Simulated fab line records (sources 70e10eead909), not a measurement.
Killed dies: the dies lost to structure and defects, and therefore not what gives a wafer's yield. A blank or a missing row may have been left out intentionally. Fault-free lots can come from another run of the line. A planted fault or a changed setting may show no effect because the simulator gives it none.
Struck lot and sound lot, side by side + flow nandHarc + 39 out of 1159 route steps
Sound: the wafers L374.2, L374.3, L374.5. Struck: wafers L388.1, L388.2. (L388.3 of the same lot was not struck and is left out.) The cause comes at the end.
Each step with rows lists, per side, the tool, then ch with its chambers, then its first start. Under that, the readings that differ: sound wafers + struck wafers + difference of the means + sigmas: that difference in standard deviations of wafers without a fault.
alike: words and numbers the same on both sides, and readings whose means are apart by under 2 such deviations; not compared: readings that were withheld, readings missing a value for some wafer, numbers with overlapping values and no deviation given by the record, and bounds like >300 which may hide the same value.
Wherever a step has rows on one side only, a row that says differs or no value, or a row with sigmas, the two part there. Numbers that have no deviation but don't overlap get no sigmas and don't part them. Lack of a reading on every wafer of one side parts them only where that side has two or more wafers.

first, 2 steps without rows for these wafers: NHARC_P_BONDPAD_HARDBAKE_10 (time 65 s); NHARC_P_BONDPAD_DESCUM_11 (chemistry O2, time 3 s).
NHARC_P_BONDPAD_ETCH_37: etches the open film in N2/H2, target depth 60 nm, overetch 18 nm, time 65.91 s.
  sound on rieDiel-04 ch 0,1, day 6 23:32; struck on rieDiel-04 ch 0,2, day 10 12:47
  alike: chamberPressureMTorr, drypumpMotorCurrentA, n2FlowSccm, oesProductAu, rfVppV, showerheadPlenumPTorr, throttleValvePct
  not compared: rfHoursCounterH
NHARC_P_BONDPAD_ETCH_12: etches the open film in CHF3/O2, target depth 200 nm, time 100 s.
  sound on rieDiel-04 ch 0,1,3; struck on rieDiel-04 ch 0,1
  alike: chamberPressureMTorr, drypumpMotorCurrentA, oesProductAu, rfVppV, showerheadPlenumPTorr, throttleValvePct
  not compared: rfHoursCounterH
NHARC_P_BONDPAD_CD_MEAS_13:
  struck on cdSem-03, day 10 13:01; sound on cdSem-02, day 6 23:46
  alike: cdNm
NHARC_P_BONDPAD_STRIP_15: strips in O2.
  sound on rieDiel-04 ch 1,3, day 6 23:52; struck on rieDiel-04 ch 1,2, day 10 13:06
  alike: chamberPressureMTorr, drypumpMotorCurrentA, oesProductAu, rfVppV, showerheadPlenumPTorr, throttleValvePct
  not compared: rfHoursCounterH
then, 6 steps without rows for these wafers: NHARC_P_BONDPAD_ETCH_24 (etches the open film in CF4/N2, target depth 30 nm, time 72.99 s); NHARC_P_BONDPAD_STRIP_16 (strips in post etch residue remover, time 600 s); NHARC_P_BONDPAD_DEGAS_25 (time 60 s); NHARC_P_BONDPAD_PRE_CLEAN_26 (time 30 s); NHARC_P_BONDPAD_PVD_17 (deposits TaN, target thk 5 nm, time 8.06 s); NHARC_P_BONDPAD_PVD_27 (deposits Cu, target thk 30 nm, time 20.49 s).
NHARC_P_BONDPAD_ECD_18: material Cu, target thk 400 nm.
  sound on ecdCu-01 ch 0,1, day 7 00:49; struck on ecdCu-01 ch 0,1, day 10 14:04
then, 1 step without rows for these wafers: NHARC_P_BONDPAD_ANNEAL_28 (time 90 s).
NHARC_P_BONDPAD_CMP_19: polishes, t overpolish 30 s, cu recess touch 16 s, target thk 160.81 nm.
  sound on cmp-02 ch 1,2,3, day 7 01:33; struck on cmp-03 ch 1,3, day 10 14:47
  alike: motorCurrentA, overpolishRunS
then, 1 step without rows for these wafers: NHARC_P_BONDPAD_SRD_21 (time 30 s, dry time 20 s).
NHARC_P_BONDPAD_INSPECT_23:
  struck on defectInspect-02, day 10 15:25; sound on defectInspect-02, day 7 02:05
| reading        | sound       | struck  | difference | sigmas |
|----------------|-------------|---------|------------|--------|
| rawDefectCount | 258 338 205 | 780 255 | +250       | +2     |
then, 3 steps without rows for these wafers: NHARC_P_BONDPAD_ACTIVATE_29 (chemistry N2, time 60 s); NHARC_P_BONDPAD_PRECLEAN_30 (cleans in DIW, time 300 s); NHARC_P_BONDPAD_SRD_31 (time 30 s, dry time 20 s).
NHARC_A_START_INSPECT_01:
  rows exist in the record for the sound wafers here (defectInspect-02, day 7 02:32), none for the struck ones
then, 11 steps without rows for these wafers: NHARC_A_ZERO_WELL_PRECLEAN_00 (cleans in SPM, time 600 s); NHARC_A_ZERO_WELL_SRD_01; NHARC_A_ZERO_WELL_DEHYDRATE_02 (time 120 s); NHARC_A_ZERO_WELL_HMDS_03 (time 30 s); NHARC_A_ZERO_WELL_COAT_18 (time 65 s); NHARC_A_ZERO_WELL_COAT_04 (resist thk 600 nm); NHARC_A_ZERO_WELL_SOFTBAKE_05 (time 70 s); NHARC_A_ZERO_WELL_EBR_06; NHARC_A_ZERO_WELL_EXPOSE_07 (exposes mask A ZERO); NHARC_A_ZERO_WELL_PEB_08 (peb time 80 s); NHARC_A_ZERO_WELL_DEVELOP_09 (time 50 s).
NHARC_A_ZERO_WELL_CD_MEAS_10 targets a cd of 2000 nm.
  the record has rows for the sound wafers here (cdSem-01 ch 0, day 7 03:16) and none for the struck ones
then, 3 steps without rows for these wafers: NHARC_A_ZERO_WELL_HARDBAKE_11 (time 65 s); NHARC_A_ZERO_WELL_DESCUM_12 (chemistry O2, time 3 s); NHARC_A_ZERO_WELL_ETCH_19 (etches the open film in N2/H2, target depth 80 nm, overetch 24 nm, time 87.88 s).
NHARC_A_ZERO_WELL_ETCH_13: etches the open film in HBr/Cl2, target depth 120 nm, time 40.1 s.
  the record has rows for the sound wafers here (rieSi-04 ch 0,2,3, day 7 03:38) and none for the struck ones
then, 1 step without rows for these wafers: NHARC_A_ZERO_WELL_STRIP_14 (strips in SPM, time 900 s).
-- the record jumps here: 13 days lie between the struck wafers' starts before and after (it left off in module A_ZERO_WELL and takes up again in module END, whose first step shown is number 1159 of the route) --
NHARC_END_SORT_01:
  at this point the record logs the struck wafers (prober-01 ch 0, day 23 04:38) and has no rows for the sound ones

== WHERE THEY PART ==
Earliest at NHARC_P_BONDPAD_INSPECT_23; latest, in this record, at NHARC_END_SORT_01.

WHY: the cause the simulator had injected
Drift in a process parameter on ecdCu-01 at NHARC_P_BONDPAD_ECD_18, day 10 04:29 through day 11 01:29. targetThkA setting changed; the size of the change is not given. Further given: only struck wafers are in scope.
